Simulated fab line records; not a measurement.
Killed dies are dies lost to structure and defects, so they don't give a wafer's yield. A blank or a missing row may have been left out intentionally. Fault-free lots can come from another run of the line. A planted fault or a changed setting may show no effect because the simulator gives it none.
Which tool was responsible? ; flow nand harc ; 14 lots, 42 wafers sampled, at 3 steps of a route of 1159

## WHAT THE GAUGES READ, wafer by wafer
NHARC_P_ZERO_WELL_CD_MEAS_11 targets a cd of 500 nm. Usual: cd nm at 499.6 nm, with a standard deviation of 1.7.
lot;measured;on;cd nm (nm);flag
L609;day 1 13:07;cd sem-01;500.7 501.4 502.1;
L610;day 1 19:07;cd sem-01;500.3 500.9 500.3;
L611;day 2 01:07;cd sem-02;498.8 499.3 499.7;
L612;day 2 07:07;cd sem-02;501.4 498.0 500.7;
L613;day 2 13:07;cd sem-02;501.1 497.9 499.3;
L621;day 4 13:15;cd sem-02;500.1 497.3 499.0;
L625;day 5 13:08;cd sem-03;499.1 500.4 496.5;
L626;day 5 19:14;cd sem-02;498.8 497.3 498.2;
L627;day 6 01:17;cd sem-01;496.2 497.8 494.5;
L628;day 6 07:22;cd sem-01;498.9 498.9 500.8;
L629;day 6 13:30;cd sem-03;500.2 499.5 500.5;
L630;day 6 19:15;cd sem-03;499.6 497.1 502.0;
L631;day 7 01:15;cd sem-03;499.7 499.1 500.7;
L632;day 7 07:07;cd sem-03;498.1 499.1 500.7;

NHARC_P_GATE_CD_MEAS_59 targets a cd of 720 nm. Usual: cd nm at 719.5 nm, with a standard deviation of 1.9.
lot;measured;on;cd nm (nm);flag
L609;day 5 09:31;cd sem-02;722.5 718.2 721.6;
L610;day 5 10:11;cd sem-02;721.2 719.6 719.7;
L611;day 5 16:20;cd sem-03;720.3 720.4 719.7;
L612;day 6 00:15;cd sem-02;720.3 718.2 721.7;
L613;day 6 00:49;cd sem-03;720.1 719.6 722.0;
L621;day 8 12:56;cd sem-01;719.8 719.5 721.8;
L625;day 9 09:35;cd sem-02;718.4 717.5 716.2;
L626;day 9 08:53;cd sem-03;719.8 715.3 716.6;
L627;day 9 21:40;cd sem-02;720.9 721.1 721.3;
L628;day 9 20:16;cd sem-02;721.0 721.0 721.1;
L629;day 10 07:49;cd sem-03;718.4 720.0 720.9;
L630;day 10 07:38;cd sem-01;718.0 721.9 720.8;
L631;day 10 23:53;cd sem-01;718.1 718.7 718.1;
L632;day 11 00:02;cd sem-03;716.5 721.9 716.5;

## TOOL THAT RAN EACH LOT (tool first, then ch and the chambers of the sampled wafers, then the start)
lot;NHARC_P_ZERO_WELL_IMPLANT_27
L609;implanter-01 ch 0, day 1 14:47
L610;implanter-02 ch 0, day 1 20:46
L611;implanter-01 ch 0, day 2 02:47
L612;implanter-02 ch 0, day 2 08:52
L613;implanter-01 ch 0, day 2 14:48
L621;implanter-01 ch 0, day 4 14:54
L625;implanter-02 ch 0, day 5 14:48
L626;implanter-02 ch 0, day 5 20:46
L627;implanter-01 ch 0, day 6 02:56
L628;implanter-02 ch 0, day 6 09:01
L629;implanter-02 ch 0, day 6 15:13
L630;implanter-02 ch 0, day 6 20:58
L631;implanter-01 ch 0, day 7 02:55
L632;implanter-02 ch 0, day 7 08:47
- NHARC_P_ZERO_WELL_IMPLANT_27

## AS READ BY THE TOOLS THEMSELVES (means over the sampled wafers that have a number; for cases with no such wafer, the mark the record gives instead)
The record holds no such reading with a usual standard deviation.

## THE ANSWER, worked out from the rows above alone
Rule: a lot is off if the mean of its wafers that have a number lies more than 3 standard deviations from the usual mean. Also off: a lot with no number at a reading for which 4 or more lots have one. Where the step has rows for the other lots, those lots are counted as sound. After the gauges, taken in route order, come the tools' own readings; for these a lot's mean is taken, as printed above. At the first step where some lot is off, the reading lying furthest off is the one used; lots without a number count as furthest.
Across all readings shown, no lot is off: no conclusion can be drawn from this.

## WHAT THE SIMULATOR HAD INSERTED
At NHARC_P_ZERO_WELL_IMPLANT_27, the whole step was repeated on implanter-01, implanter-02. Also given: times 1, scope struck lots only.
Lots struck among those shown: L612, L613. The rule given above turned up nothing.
